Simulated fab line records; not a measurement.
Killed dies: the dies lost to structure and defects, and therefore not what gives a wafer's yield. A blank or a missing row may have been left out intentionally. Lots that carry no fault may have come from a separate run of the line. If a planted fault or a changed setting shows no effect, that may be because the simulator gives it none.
What tool caused it? ; flow n5 finfet ; 10 lots, 30 wafers sampled, at 6 steps of a route of 1938

## WHAT THE GAUGES READ, wafer by wafer
N5_BEOL_M4_RC_MEAS_101. Usual: DIBL_N 37.1 mV/V, standard deviation 2.4; DIBL_P 37 mV/V, standard deviation 3; IOFF_N 0.18 nA/um, standard deviation 0.053; IOFF_P 0.21 nA/um, standard deviation 0.05; ION_N 674 uA/um, standard deviation 14; ION_P 459 uA/um, standard deviation 9.2; SS_N 72.1 mV/dec, standard deviation 0.9; SS_P 73.4 mV/dec, standard deviation 0.89; VT_N 250 mV, standard deviation 3.8; VT_P -251 mV, standard deviation 3.7.
lot;measured;on;DIBL_N (mV/V);DIBL_P (mV/V);IOFF_N (nA/um);IOFF_P (nA/um);ION_N (uA/um);ION_P (uA/um);SS_N (mV/dec);SS_P (mV/dec);VT_N (mV);VT_P (mV);flag
L990;day 9 08:23;prober-02;35.7 37.7 34.8;35 36 34;0.16 0.19 0.14;0.22 0.22 0.18;671 677 656;464 461 455;71.8 72.6 71.9;72.9 73.0 72.3;249 251 253;-249 -249 -249;
L991;day 9 13:48;prober-01;37.7 36.7 37.9;39 37 38;0.20 0.19 0.20;0.25 0.23 0.23;688 681 664;467 464 453;71.6 72.0 73.0;73.7 72.7 73.8;248 245 247;-248 -248 -248;
L993;day 9 13:41;prober-02;40.3 35.2 36.3;37 35 36;0.26 0.13 0.14;0.19 0.16 0.17;659 654 655;447 445 441;74.5 70.6 71.5;73.1 73.0 72.5;250 253 252;-253 -254 -254;
L996;day 10 16:02;prober-01;33.4 39.3 36.0;31 38 34;0.11 0.22 0.14;0.15 0.24 0.18;663 685 661;456 465 443;70.8 72.2 71.0;72.4 73.3 72.4;256 247 254;-254 -249 -253;
L105;day 12 18:37;prober-02;32.8 36.2 34.8;32 36 32;0.11 0.17 0.13;0.16 0.23 0.18;661 673 665;456 466 460;70.1 71.6 71.4;71.6 73.3 72.0;256 248 254;-254 -248 -251;
L109;day 13 21:18;prober-02;32.5 36.1 37.3;33 37 39;0.12 0.17 0.21;0.14 0.18 0.22;665 690 697;453 459 464;71.2 71.7 72.5;72.1 72.8 74.6;252 249 244;-255 -255 -252;
L110;day 13 21:37;prober-01;36.6 34.7 34.5;37 35 35;0.17 0.14 0.14;0.18 0.16 0.16;682 665 670;459 446 458;72.2 71.2 70.7;72.7 73.3 73.3;251 251 252;-256 -255 -258;
L111;day 14 00:27;prober-01;34.9 37.6 37.8;35 38 39;0.13 0.16 0.19;0.16 0.19 0.22;662 662 681;456 448 460;71.0 71.7 71.8;73.0 73.5 73.7;254 254 249;-253 -253 -252;

## TOOL THAT RAN EACH LOT (tool first, then ch and the chambers of the sampled wafers, then the start)
lot;N5_BEOL_M4_SPUTTER_48;N5_BEOL_M4_ANNEAL_80;N5_BEOL_M4_ECD_50;N5_BEOL_M4_CMP_52;N5_BEOL_M4_CO_CAP_55
L990;pvd sputter-02, day 9 05:20;pvd sputter-02, day 9 05:38;ecd cu-02 ch 0,1, day 9 07:13;cmp-01 ch 0,2, day 9 07:40;cvd co-01 ch 0,2, day 9 07:59
L991;pvd sputter-01, day 9 09:46;pvd sputter-01, day 9 10:04;ecd cu-02 ch 0,1, day 9 11:38;cmp-01 ch 0,1,3, day 9 13:05;cvd co-02 ch 0,1,2, day 9 13:25
L993;pvd sputter-03, day 9 10:21;pvd sputter-03, day 9 10:39;ecd cu-01 ch 0,1, day 9 12:14;cmp-02 ch 1,3, day 9 13:04;cvd co-01 ch 0,1, day 9 13:26
L996;pvd sputter-02, day 10 12:34;pvd sputter-02, day 10 12:52;ecd cu-02 ch 0,1, day 10 14:28;cmp-03 ch 0,1,3, day 10 15:28;cvd co-02 ch 0,1,2, day 10 15:49
L105;pvd sputter-03, day 12 15:30;pvd sputter-03, day 12 15:48;ecd cu-01 ch 0,1, day 12 17:23;cmp-01 ch 1,2,3, day 12 17:50;cvd co-02 ch 1,2, day 12 18:11
L107;pvd sputter-02, day 12 18:27;pvd sputter-02, day 12 18:45;ecd cu-01 ch 0,1, day 12 20:20;cmp-01 ch 1,3, day 12 20:42;cvd co-01 ch 1,2, day 12 21:05
L108;pvd sputter-01, day 12 21:14;pvd sputter-01, day 12 21:32;ecd cu-02 ch 0, day 12 23:07;cmp-01 ch 1,3, day 12 23:31;cvd co-01 ch 0,1, day 12 23:51
L109;pvd sputter-03, day 13 18:26;pvd sputter-03, day 13 18:44;ecd cu-01 ch 0,1, day 13 20:19;cmp-01 ch 2,3, day 13 20:41;cvd co-02 ch 1,2, day 13 21:04
L110;pvd sputter-01, day 13 18:38;pvd sputter-01, day 13 18:56;ecd cu-01 ch 0,1, day 13 20:32;cmp-02 ch 1,2, day 13 21:00;cvd co-02 ch 0,1, day 13 21:22
L111;pvd sputter-01, day 13 21:35;pvd sputter-01, day 13 21:53;ecd cu-01 ch 0,1, day 13 23:28;cmp-01 ch 1,2,3, day 13 23:50;cvd co-02 ch 0,1,2, day 14 00:13
- N5_BEOL_M4_SPUTTER_48: material Cu, target thk 4.5 nm, time 8.29 s.
- N5_BEOL_M4_ANNEAL_80: time 240 s.
- N5_BEOL_M4_ECD_50: material Cu, target thk 300 nm.
- N5_BEOL_M4_CMP_52: polishes, stops on SiOC, t overpolish 6.8 s, target thk 40 nm.
- N5_BEOL_M4_CO_CAP_55: material Co, precursor CCTBA/H2, target thk 2 nm, time 102.1 s.

## AS READ BY THE TOOLS THEMSELVES (means over the sampled wafers that have a number; for cases with no such wafer, the mark the record gives instead)
N5_BEOL_M4_SPUTTER_48. Usual: chamber pressure pa 0.06998 Pa, standard deviation 0.00015; throttle valve pct 30.0 %, standard deviation 0.76.
lot;tool;chamber pressure pa (Pa);throttle valve pct (%);flag
L990;pvd sputter-02;0.06991;29.4;
L991;pvd sputter-01;0.06987;30.7;
L993;pvd sputter-03;0.07002;30.0;
L996;pvd sputter-02;0.06989;29.9;
L105;pvd sputter-03;0.06984;29.8;
L107;pvd sputter-02;0.06983;29.7;
L108;pvd sputter-01;0.06990;30.3;
L109;pvd sputter-03;0.06988;30.1;
L110;pvd sputter-01;0.06996;29.8;
L111;pvd sputter-01;0.06998;30.1;

N5_BEOL_M4_ANNEAL_80. Usual: heater power w 822 W, standard deviation 79.
lot;tool;heater power w (W);flag
L990;pvd sputter-02;832;
L991;pvd sputter-01;753;
L993;pvd sputter-03;863;
L996;pvd sputter-02;809;
L105;pvd sputter-03;844;
L107;pvd sputter-02;758;
L108;pvd sputter-01;924;
L109;pvd sputter-03;852;
L110;pvd sputter-01;865;
L111;pvd sputter-01;853;

N5_BEOL_M4_CMP_52. Usual: motor current A 6.2 A, standard deviation 0.59; retaining ring pressure frac 0.999, standard deviation 0.0049; time to endpoint s 64 s, standard deviation 3.5.
lot;tool;motor current A (A);retaining ring pressure frac;time to endpoint s (s);flag
L990;cmp-01;6.9;0.999;67;
L991;cmp-01;6.1;0.997;61;
L993;cmp-02;5.5;1.000;64;
L996;cmp-03;6.0;1.001;65;
L105;cmp-01;6.5;1.004;65;
L107;cmp-01;6.0;1.001;1;OFF
L108;cmp-01;6.0;1.000;2;OFF
L109;cmp-01;6.3;0.999;69;
L110;cmp-02;6.4;0.999;65;
L111;cmp-01;6.4;0.997;68;

N5_BEOL_M4_CO_CAP_55. Usual: heater power w 234 W, standard deviation 7.8.
lot;tool;heater power w (W);flag
L990;cvd co-01;229;
L991;cvd co-02;231;
L993;cvd co-01;232;
L996;cvd co-02;233;
L105;cvd co-02;232;
L107;cvd co-01;228;
L108;cvd co-01;239;
L109;cvd co-02;236;
L110;cvd co-02;232;
L111;cvd co-02;237;

## THE ANSWER, worked out from the rows above alone
Rule: a lot counts as off when the mean over its wafers that have a number is more than 3 standard deviations away from the usual mean. Also off: a lot with no number at a reading for which 4 or more lots have one. Where the step has rows for the other lots, those lots are counted as sound. First the gauges in route order, then the tools' own readings, where a lot's mean is used as printed above. At the first step where some lot is off, the reading lying furthest off is the one used; lots without a number count as furthest.
Off at N5_BEOL_M4_CMP_52 (time to endpoint s): L107, L108.
A tool fits if, at that step or a process step before it, it ran every lot that is off, and no sound lot after the first of them. No candidate that was tried fits.

## WHAT THE SIMULATOR HAD PUT IN
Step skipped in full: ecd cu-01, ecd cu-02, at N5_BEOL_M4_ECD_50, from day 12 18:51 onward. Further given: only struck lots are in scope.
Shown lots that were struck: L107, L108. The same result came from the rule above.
